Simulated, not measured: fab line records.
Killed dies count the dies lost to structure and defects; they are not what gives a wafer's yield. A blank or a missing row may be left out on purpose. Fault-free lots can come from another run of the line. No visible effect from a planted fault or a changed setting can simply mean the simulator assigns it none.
What tool caused it? + flow n5 finfet + 12 lots with 36 wafers sampled at 6 steps, on a route of 1938 steps

## WHAT EACH GAUGE READ, for each wafer
N5_BEOL_M2_CD_MEAS_11 targets a cd of 16.79 nm.
| lot  | measured     | on        | cd nm (nm)        |
|------|--------------|-----------|-------------------|
| L075 | day 6 23:22  | cd sem-03 | 16.92 16.89 16.75 |
| L077 | day 7 05:08  | cd sem-03 | 16.75 16.76 16.88 |
| L079 | day 7 19:14  | cd sem-02 | 16.80 16.80 17.05 |
| L081 | day 8 10:16  | cd sem-03 | 16.80 16.47 16.87 |
| L083 | day 8 22:13  | cd sem-03 | 17.07 16.87 16.33 |
| L085 | day 9 17:43  | cd sem-03 | 16.23 16.65 16.85 |
| L088 | day 10 04:48 | cd sem-03 | 16.60 16.57 16.77 |
| L089 | day 10 09:55 | cd sem-03 | 16.81 16.52 16.85 |
| L091 | day 10 22:28 | cd sem-02 | 16.56 16.74 16.77 |
| L093 | day 11 10:49 | cd sem-03 | 16.53 16.87 16.45 |
| L096 | day 12 02:52 | cd sem-02 | 16.87 16.44 16.95 |
| L097 | day 12 19:54 | cd sem-02 | 16.38 16.79 16.68 |

## WHAT TOOL EACH LOT RAN ON (gives the tool, then ch and the chambers of the sampled wafers, and finally the start)
| lot  | N5_BEOL_M1_STRIP_36                | N5_BEOL_M1_DEGAS_44          | N5_BEOL_M1_ANNEAL_49         | N5_BEOL_M1_ANNEAL_91         | N5_BEOL_M2_HM_DEP_02         |
|------|------------------------------------|------------------------------|------------------------------|------------------------------|------------------------------|
| L075 | rie diel-04 ch 1,2, day 6 18:02    | pvd sputter-02, day 6 19:15  | pvd sputter-01, day 6 20:00  | pvd sputter-01, day 6 21:06  | pvd sputter-01, day 6 22:58  |
| L077 | rie diel-05 ch 1,2,3, day 6 22:06  | pvd sputter-02, day 6 22:37  | pvd sputter-02, day 6 23:24  | pvd sputter-02, day 7 00:30  | pvd sputter-03, day 7 04:43  |
| L079 | rie diel-04 ch 0,2, day 7 12:53    | pvd sputter-02, day 7 14:38  | pvd sputter-02, day 7 15:27  | pvd sputter-02, day 7 16:33  | pvd sputter-01, day 7 18:43  |
| L081 | rie diel-05 ch 0,1,2, day 8 03:58  | pvd sputter-03, day 8 04:26  | pvd sputter-02, day 8 06:26  | pvd sputter-02, day 8 07:32  | pvd sputter-01, day 8 09:45  |
| L083 | rie diel-05 ch 1,3, day 8 13:40    | pvd sputter-02, day 8 14:25  | pvd sputter-02, day 8 16:46  | pvd sputter-02, day 8 17:52  | pvd sputter-01, day 8 21:49  |
| L085 | rie diel-04 ch 2,3, day 9 12:20    | pvd sputter-03, day 9 12:48  | pvd sputter-03, day 9 13:38  | pvd sputter-03, day 9 14:44  | pvd sputter-01, day 9 17:19  |
| L088 | rie diel-04 ch 1,2, day 9 23:27    | pvd sputter-01, day 10 00:34 | pvd sputter-01, day 10 01:12 | pvd sputter-01, day 10 02:18 | pvd sputter-01, day 10 04:20 |
| L089 | rie diel-05 ch 0,1,2, day 10 00:58 | pvd sputter-01, day 10 03:10 | pvd sputter-03, day 10 04:02 | pvd sputter-03, day 10 05:08 | pvd sputter-01, day 10 09:24 |
| L091 | rie diel-03 ch 0,1,3, day 10 16:50 | pvd sputter-03, day 10 17:59 | pvd sputter-03, day 10 18:55 | pvd sputter-03, day 10 20:01 | pvd sputter-01, day 10 22:04 |
| L093 | rie diel-03 ch 0,1, day 11 04:22   | pvd sputter-03, day 11 05:07 | pvd sputter-01, day 11 06:07 | pvd sputter-01, day 11 07:13 | pvd sputter-03, day 11 10:17 |
| L096 | rie diel-03 ch 1,2, day 11 17:55   | pvd sputter-02, day 11 18:18 | pvd sputter-01, day 11 19:10 | pvd sputter-01, day 11 20:16 | pvd sputter-01, day 12 02:28 |
| L097 | rie diel-05 ch 1,2,3, day 12 13:51 | pvd sputter-02, day 12 14:51 | pvd sputter-01, day 12 15:42 | pvd sputter-01, day 12 16:48 | pvd sputter-01, day 12 19:30 |
- N5_BEOL_M1_STRIP_36: strips in N2/H2.
- N5_BEOL_M1_DEGAS_44: time 60 s.
- N5_BEOL_M1_ANNEAL_49: time 240 s.
- N5_BEOL_M1_ANNEAL_91: time 240 s.
- N5_BEOL_M2_HM_DEP_02: deposits TiN, target thk 20 nm.

## THE ANSWER, worked out from the rows above alone
Rule: what is usual is taken from the lots themselves. Put in order of their means at a reading, lots are off if they are a third of the lots or fewer, leave a main group of 4 or more, and stand apart from it by a gap of 3 or more times the standard deviation of the main group's means; of several such gaps the widest counts. If all means in a main group match to the digits the tables above print for the reading, that group is not used. Also off: a lot with no number at a reading for which 4 or more lots have one. Where the step has rows for the other lots, those lots are counted as sound.
No lot is off at any reading shown: from this, nothing can be told.

## WHAT HAD BEEN PUT IN BY THE SIMULATOR
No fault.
